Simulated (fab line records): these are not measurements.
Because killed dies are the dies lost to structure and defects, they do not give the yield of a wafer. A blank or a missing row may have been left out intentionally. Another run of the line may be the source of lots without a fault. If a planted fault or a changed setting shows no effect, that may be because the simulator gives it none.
Which tool is to blame?    flow n5_finfet    10 lots with 29 wafers sampled at 5 steps, on a route of 1938 steps

== WHAT EACH GAUGE READ, for each wafer ==
N5_BEOL_M4_RC_MEAS_101.
lot   measured      on         DIBL_N (mV/V)
L715  day 8 05:44   prober-01  37.3 38.7 36.8
L716  day 8 06:26   prober-02  35.5 35.4 37.9
L719  day 8 23:57   prober-01  36.8 38.0 37.1
L720  day 9 03:59   prober-02  34.6 35.2 36.4
L721  day 9 11:13   prober-02  38.4 37.3 37.4
L722  day 10 06:21  prober-02  39.1 37.1 38.8
L727  day 11 04:04  prober-02  35.8 34.6
L730  day 11 17:59  prober-01  35.7 35.9 36.2
L732  day 12 12:56  prober-01  37.7 37.7
L734  day 13 12:59  prober-02  37.2 35.7 36.0

== WHAT TOOL EACH LOT RAN ON (gives the tool, then ch and the chambers of the sampled wafers, and finally the start) ==
lot   N5_MOL_CONTACT_COAG_TI_SIL_19  N5_MOL_CONTACT_COAG_ANNEAL_113    N5_MOL_CONTACT_COAG_CMP_23     N5_MOL_CONTACT_COAG_ALD_123
L715  pvd_sputter-02, day 5 06:24    rtp_anneal-02 ch 0, day 5 09:08   cmp-02 ch 1,2,3, day 5 10:59   ald_sin-02 ch 1,2,3, day 5 13:42
L716  pvd_sputter-02, day 5 11:18    rtp_anneal-01 ch 0, day 5 13:07   cmp-02 ch 0,1,2, day 5 14:58   ald_sin-01 ch 0,1,3, day 5 18:08
L719  pvd_sputter-03, day 6 03:52    rtp_anneal-01 ch 0, day 6 07:17   cmp-03 ch 2,3, day 6 08:58     ald_sin-02 ch 0,1,2, day 6 11:39
L720  pvd_sputter-03, day 6 09:33    rtp_anneal-01 ch 0, day 6 11:17   cmp-02 ch 2,3, day 6 12:52     ald_sin-03 ch 0,1,2, day 6 15:35
L721  pvd_sputter-01, day 6 17:14    rtp_anneal-02 ch 0, day 6 19:25   cmp-01 ch 0,1,2, day 6 20:21   ald_sin-01 ch 1,2,3, day 6 23:04
L722  pvd_sputter-01, day 6 23:16    rtp_anneal-02 ch 0, day 7 01:46   cmp-02 ch 0,2,3, day 7 04:03   ald_sin-03 ch 1,2, day 7 07:19
L727  pvd_sputter-01, day 8 06:04    rtp_anneal-02 ch 0, day 8 10:16   cmp-02 ch 0,2,3, day 8 11:29   ald_sin-01 ch 0,1,2, day 8 14:27
L730  pvd_sputter-02, day 9 00:47    rtp_anneal-01 ch 0, day 9 02:18   cmp-02 ch 0,1,3, day 9 05:20   ald_sin-01 ch 1,3, day 9 08:21
L732  pvd_sputter-02, day 9 11:32    rtp_anneal-02 ch 0, day 9 15:40   cmp-02 ch 1,3, day 9 17:32     ald_sin-01 ch 1,3, day 9 20:34
L734  pvd_sputter-03, day 9 23:05    rtp_anneal-02 ch 0, day 10 01:17  cmp-01 ch 1,2,3, day 10 02:45  ald_sin-03 ch 0,2,3, day 10 05:41
- N5_MOL_CONTACT_COAG_TI_SIL_19: material Ti, target thk 4.2 nm, time 15 s.
- N5_MOL_CONTACT_COAG_ANNEAL_113: time 300 s.
- N5_MOL_CONTACT_COAG_CMP_23: polishes, stops on SiO2, t overpolish 1.5 s, target thk 0 nm.
- N5_MOL_CONTACT_COAG_ALD_123: deposits SiNx, target thk 5 nm, pulse time 1 s, purge time 2 s.

== THE ANSWER, worked out from the rows above alone ==
Rule: the usual values come from the lots themselves. Put in order of their means at a reading, lots are off if they are a third of the lots or fewer, leave a main group of 4 or more, and stand apart from it by a gap of 3 or more times the standard deviation of the main group's means; of several such gaps the widest counts. If all means in a main group match to the digits the tables above print for the reading, that group is not used. Also off: a lot with no number at a reading for which 4 or more lots have one. All remaining lots with rows at the step are treated as sound.
None of the lots is off at any reading shown; this tells nothing.

== WHAT THE SIMULATOR HAD INSERTED ==
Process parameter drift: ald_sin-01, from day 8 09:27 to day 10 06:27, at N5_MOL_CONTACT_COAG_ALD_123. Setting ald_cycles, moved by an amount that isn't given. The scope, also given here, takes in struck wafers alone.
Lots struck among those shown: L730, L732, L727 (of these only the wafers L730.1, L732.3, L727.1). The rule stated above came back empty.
